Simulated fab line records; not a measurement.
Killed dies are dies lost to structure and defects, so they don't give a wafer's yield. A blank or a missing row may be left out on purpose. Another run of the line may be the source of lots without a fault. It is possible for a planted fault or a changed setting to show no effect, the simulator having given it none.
Which tool is to blame?	flow nand_harc	36 wafers from 12 lots sampled at 6 of the route's 1302 steps

== WHAT THE GAUGES SHOWED, per wafer ==
NHARC_P_M1_INSPECT_11.
lot	measured	on	raw_defect_count
L714	day 6 21:47	defect_inspect-01	9 3 7
L720	day 9 09:26	defect_inspect-02	1 3 8
L719	day 9 09:59	defect_inspect-02	3 2 3
L721	day 10 00:07	defect_inspect-01	4 2 3
L722	day 10 08:38	defect_inspect-02	1 1 5
L723	day 10 17:07	defect_inspect-01	4 2 6
L728	day 12 23:46	defect_inspect-01	9 3 4
L729	day 13 13:19	defect_inspect-01	2 7 3
L730	day 13 14:44	defect_inspect-02	2 1 1
L732	day 14 13:41	defect_inspect-02	6 5 8
L733	day 15 01:08	defect_inspect-02	6 7 7
L735	day 15 22:49	defect_inspect-02	4 3 4

NHARC_P_M2_CD_MEAS_09: the cd target is 170 nm.
lot	measured	on	cd_nm (nm)
L714	day 7 01:52	cd_sem-02	170.0 169.8 169.8
L720	day 9 13:28	cd_sem-01	170.1 169.6 169.9
L719	day 9 14:02	cd_sem-01	176.7 177.0 176.7 177.0 176.5 176.5
L721	day 10 04:08	cd_sem-02	176.5 177.0 177.2 176.8 177.0 177.4
L722	day 10 12:41	cd_sem-02	175.2 175.1 175.3 175.1 175.0 175.2
L723	day 10 21:19	cd_sem-03	169.7 170.1 170.7
L728	day 13 03:41	cd_sem-03	169.6 169.8 170.1
L729	day 13 17:22	cd_sem-03	170.5 170.1 169.9
L730	day 13 18:37	cd_sem-01	169.6 170.7 170.2
L732	day 14 17:52	cd_sem-03	170.1 170.3 170.0
L733	day 15 05:15	cd_sem-03	169.5 169.0 169.3
L735	day 16 02:46	cd_sem-02	169.2 169.8 169.5

NHARC_END_SORT_01.
lot	measured	on	defect_limited_yield (%)	killed_at_array	killed_at_other	killed_at_periphery	killed_dies	killed_open	killed_short	sort_bin_2_pct (%)	sort_bin_3_pct (%)	sort_bin_4_pct (%)	sort_n_pass	sort_rim_yield_pct (%)	sort_yield_pct (%)
L721	day 27 22:52	prober-02	94.4	36	0	2	38	4	1	1.5	0.4	3.7	639	95	94.4

== EACH LOT AND THE TOOL THAT RAN IT (in order: tool; ch and the chambers of the sampled wafers; start) ==
lot	NHARC_P_M1_DEGAS_29	NHARC_P_M1_DEP_33	NHARC_P_M2_PEB_07
L714	pvd_sputter-03, day 6 22:53	pecvd-01 ch 0,2, day 7 00:37	litho_track-06 ch 0, day 7 01:47
L720	pvd_sputter-02, day 9 10:31	pecvd-03 ch 1,2, day 9 12:15	litho_track-06 ch 0, day 9 13:23
L719	pvd_sputter-01, day 9 11:04	pecvd-02 ch 0,1, day 9 12:47	litho_track-06 ch 0, day 9 13:58
L721	pvd_sputter-03, day 10 01:12	pecvd-03 ch 0,1, day 10 02:56	litho_track-06 ch 0, day 10 04:04
L722	pvd_sputter-03, day 10 09:43	pecvd-01 ch 0,1,2, day 10 11:27	litho_track-06 ch 0, day 10 12:36
L723	pvd_sputter-03, day 10 18:15	pecvd-01 ch 0,1,2, day 10 20:05	litho_track-01 ch 0, day 10 21:14
L728	pvd_sputter-01, day 13 00:52	pecvd-02 ch 0,1,2, day 13 02:36	litho_track-01 ch 0, day 13 03:36
L729	pvd_sputter-02, day 13 14:25	pecvd-01 ch 0,1,2, day 13 16:09	litho_track-06 ch 0, day 13 17:17
L730	pvd_sputter-01, day 13 15:50	pecvd-02 ch 0,2, day 13 17:36	litho_track-06 ch 0, day 13 18:32
L732	pvd_sputter-01, day 14 14:46	pecvd-01 ch 0,1,2, day 14 16:42	litho_track-04 ch 0, day 14 17:47
L733	pvd_sputter-03, day 15 02:17	pecvd-02 ch 0,1,2, day 15 04:03	litho_track-06 ch 0, day 15 05:10
L735	pvd_sputter-02, day 15 23:56	pecvd-01 ch 0,1,2, day 16 01:38	litho_track-04 ch 0, day 16 02:41
- NHARC_P_M1_DEGAS_29: time 60 s.
- NHARC_P_M1_DEP_33: deposits SiCN, target thk 30 nm.
- NHARC_P_M2_PEB_07: peb time 65 s.

== AS READ BY THE TOOLS THEMSELVES (means over the sampled wafers that have a number; for cases with no such wafer, the mark the record gives instead) ==
NHARC_P_M1_DEGAS_29.
lot	tool	heater_power_w (W)
L714	pvd_sputter-03	325
L720	pvd_sputter-02	353
L719	pvd_sputter-01	313
L721	pvd_sputter-03	323
L722	pvd_sputter-03	320
L723	pvd_sputter-03	319
L728	pvd_sputter-01	315
L729	pvd_sputter-02	316
L730	pvd_sputter-01	322
L732	pvd_sputter-01	326
L733	pvd_sputter-03	303
L735	pvd_sputter-02	317

NHARC_P_M1_DEP_33.
lot	tool	heater_power_w (W)
L714	pecvd-01	482
L720	pecvd-03	644
L719	pecvd-02	461
L721	pecvd-03	613
L722	pecvd-01	557
L723	pecvd-01	573
L728	pecvd-02	473
L729	pecvd-01	541
L730	pecvd-02	470
L732	pecvd-01	567
L733	pecvd-02	484
L735	pecvd-01	539

NHARC_P_M2_PEB_07.
lot	tool	exhaust_pa (Pa)	heater_power_total_W (W)	plate_temp_C (C)
L714	litho_track-06	43.7	156.2	99.89
L720	litho_track-06	44.6	156.5	100.20
L719	litho_track-06	44.0	160.9	102.01
L721	litho_track-06	45.6	160.9	102.19
L722	litho_track-06	44.7	161.0	102.09
L723	litho_track-01	46.0	156.8	100.09
L728	litho_track-01	44.4	156.6	99.77
L729	litho_track-06	44.5	156.5	99.99
L730	litho_track-06	45.2	157.2	99.90
L732	litho_track-04	45.5	156.9	99.79
L733	litho_track-06	43.9	156.8	100.00
L735	litho_track-04	45.5	156.4	99.95

== THE ANSWER, worked out from the rows above alone ==
Rule: usual is defined by the lots themselves. The widest of any qualifying gaps counts: lots, ordered by their means at a reading, are off when they make up no more than a third of the lots, leave a main group of 4 or more, and stand apart from it by 3 or more times the standard deviation of that group's means. Not used: any main group whose means are identical at the precision the tables above print for the reading. A lot without any number at a reading at which 4 lots or more have one is off too. Where the step has rows for the other lots, those lots are counted as sound. First the gauges in route order, then the tools' own readings, where a lot's mean is used as printed above. At the first step where some lot is off, the reading lying furthest off is the one used; lots without a number count as furthest.
Off: L719, L721, L722, at NHARC_P_M2_CD_MEAS_09 (cd_nm). For the main group the mean is 169.9 nm and the standard deviation 0.3.
A tool fits if, at a process step before that reading, it ran every lot that is off, and no sound lot after the first of them. The gauges at NHARC_P_M2_CD_MEAS_09 aren't tried: what is off there is off at NHARC_P_M2_PEB_07 too, on other tools, and a gauge's error can't cause that. None of those tried fits.

== WHAT THE SIMULATOR HAD PUT IN ==
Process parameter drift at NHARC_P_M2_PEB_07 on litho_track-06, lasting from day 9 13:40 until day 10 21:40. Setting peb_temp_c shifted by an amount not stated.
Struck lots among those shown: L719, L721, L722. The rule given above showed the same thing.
